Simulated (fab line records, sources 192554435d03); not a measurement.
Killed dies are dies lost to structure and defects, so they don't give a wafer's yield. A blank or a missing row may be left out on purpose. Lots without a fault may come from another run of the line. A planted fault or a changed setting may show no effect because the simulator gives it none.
A struck lot beside a sound one | flow n5_finfet | 39 steps out of a route of 1938
Sound: wafers L890.2, L890.3, L890.6. Struck: wafer L894.5. (L894.1, L894.3 of the same lot were not struck and are left out.) The cause comes at the end.
At each step with rows: each side's tool, then ch and its chambers, then its first start. Under that, the readings that differ: sound wafers | struck wafers | difference of the means | sigmas: that difference in standard deviations of wafers without a fault.
alike: readings whose means differ by less than 2 such deviations, and words and numbers that are the same on both sides. not compared: withheld readings, readings that some wafer has no value for, bounds like >300 that may hide the same value, and numbers for which the record gives no deviation and whose values overlap.
The two part at a step that has a row with sigmas, a row that says differs or no value, or rows on one side only. Numbers that don't overlap but have no deviation are shown without sigmas and don't part them. A reading that every wafer of one side lacks parts them only if that side has two wafers or more.

first, 10 steps without rows for these wafers: N5_BEOL_M3_STRIP_36 (strips in N2/H2); N5_BEOL_M3_TRENCH_ETCH_37 (etches SiOC in C4F6/O2, target depth 55.555 nm, time 29.2 s); N5_BEOL_M3_ETCH_41 (etches SiCN in CH3F/O2, target depth 29.9 nm, time 52.5 s); N5_BEOL_M3_STRIP_97 (strips in N2/H2, time 10 s); N5_BEOL_M3_HM_STRIP_39 (strips TiN in peroxide tin strip, target depth 25 nm, time 158 s); N5_BEOL_M3_SRD_40 (time 30 s); N5_BEOL_M3_PRECLEAN_42 (cleans in residue remover, time 60 s); N5_BEOL_M3_SRD_43 (time 30 s); N5_BEOL_M3_DEGAS_44 (time 60 s); N5_BEOL_M3_PRE_CLEAN_45 (time 30 s).
N5_BEOL_M3_ALD_84: deposits TaN, pulse time 2 s, purge time 3 s, co reactant purge time 2 s.
  sound on ald_metal-01 ch 0,2,3, day 10 13:33; struck on ald_metal-01 ch 3, day 11 14:28
  reading    | sound    | struck | difference | sigmas
  ald_cycles | 30 30 30 | 54     | +24        |
  alike: chamber_pressure_Torr, heater_power_w, precursor_vessel_carrier_sccm
  not compared: since_wet_clean_h, model.TaN_of_BEOL_M3_ALD_84.thk_nm
then, 26 steps without rows for these wafers: N5_BEOL_M3_SURFACE_TREAT_85; N5_BEOL_M3_CVD_47 (deposits Co from CCTBA/H2, target thk 3 nm, time 223.8 s); N5_BEOL_M3_SPUTTER_48 (material Cu, target thk 4.5 nm, time 8.29 s); N5_BEOL_M3_ANNEAL_49 (time 240 s); N5_BEOL_M3_SPUTTER_79 (material Cu, target thk 4.5 nm, time 8.29 s); N5_BEOL_M3_ANNEAL_80 (time 240 s); N5_BEOL_M3_SPUTTER_81 (material Cu, target thk 4.5 nm, time 8.29 s); N5_BEOL_M3_ANNEAL_82 (time 240 s); N5_BEOL_M3_SPUTTER_86 (material Cu, target thk 4.5 nm, time 8.29 s); N5_BEOL_M3_ANNEAL_87 (time 240 s); N5_BEOL_M3_SPUTTER_88 (material Cu, target thk 4.5 nm, time 8.29 s); N5_BEOL_M3_ANNEAL_89 (time 240 s); N5_BEOL_M3_SPUTTER_90 (material Cu, target thk 4.5 nm, time 8.29 s); N5_BEOL_M3_ANNEAL_91 (time 240 s); N5_BEOL_M3_SPUTTER_92 (material Cu, target thk 4.5 nm, time 8.29 s); N5_BEOL_M3_ANNEAL_93 (time 240 s); N5_BEOL_M3_SPUTTER_94 (material Cu, target thk 4.5 nm, time 8.29 s); N5_BEOL_M3_ANNEAL_95 (time 240 s); N5_BEOL_M3_SPUTTER_96 (material Cu, target thk 4.5 nm, time 8.29 s); N5_BEOL_M3_ECD_50 (material Cu, target thk 300 nm); N5_BEOL_M3_ANNEAL_51 (time 90 s); N5_BEOL_M3_CMP_52 (polishes, stops on SiOC, t overpolish 6.8 s, target thk 40 nm); N5_BEOL_M3_PRE_CLEAN_60 (time 15 s); N5_BEOL_M3_CO_CAP_55 (material Co, precursor CCTBA/H2, target thk 2 nm, time 102.1 s); N5_BEOL_M3_PRE_CLEAN_56 (time 15 s); N5_BEOL_M3_DEP_57 (deposits SiCN from 3MS/NH3, target thk 8 nm, time 14 s).
N5_BEOL_M4_RC_MEAS_101:
  sound on prober-01 ch 0, day 11 03:34; struck on prober-01 ch 0, day 12 07:28
  reading                      | sound       | struck | difference | sigmas
  CHAIN_V2 (ohm/link)          | 238 230 224 | 452    | +221       | +24
  CHAIN_V2_max_site (ohm/link) | 245 241 235 | 474    | +234       | +23
  SERP_M3 (ohm/um)             | 198 192 176 | 291    | +102       | +7
  SERP_M3_max_site (ohm/um)    | 210 205 191 | 305    | +103       | +6
  alike: DIBL_N, DIBL_P, IOFF_N, IOFF_P, ION_N, ION_P, SS_N, SS_P, VT_N, VT_P
-- the record jumps here: 5 days lie between the struck wafers' starts before and after (it left off in module BEOL_M4 and takes up again in module PASSIVATION, whose first step shown is number 1936 of the route) --
N5_PASSIVATION_PROBE_49:
  sound on prober-02, day 15 16:41; struck on prober-02, day 16 20:51
  reading                  | sound          | struck | difference | sigmas
  defect_limited_yield (%) | 91.0 89.2 89.8 | 93.1   | +3.1       | +2
  killed_at_front_end      | 37 54 47       | 19     | -27        | -2
  killed_dies              | 106 127 120    | 81     | -37        | -2
  killed_open              | 84 100 79      | 50     | -38        | -3
  sort_bin_6_memory (%)    | 3.4 4.4 3.5    | 2.2    | -1.6       | -2
  sort_bin_8_speed (%)     | 0.17 0 0       | 0.25   | +0.19      | +12
  sort_n_pass              | 1072 1053 1060 | 1099   | +37        | +2
  alike: killed_at_M0_to_M3, killed_at_M4_up, killed_at_contacts, killed_at_other, killed_short, sort_bin_5_function

WHERE THEY PART
First at N5_BEOL_M4_RC_MEAS_101; last, within this record, at N5_PASSIVATION_PROBE_49.

WHY: what the simulator had put in
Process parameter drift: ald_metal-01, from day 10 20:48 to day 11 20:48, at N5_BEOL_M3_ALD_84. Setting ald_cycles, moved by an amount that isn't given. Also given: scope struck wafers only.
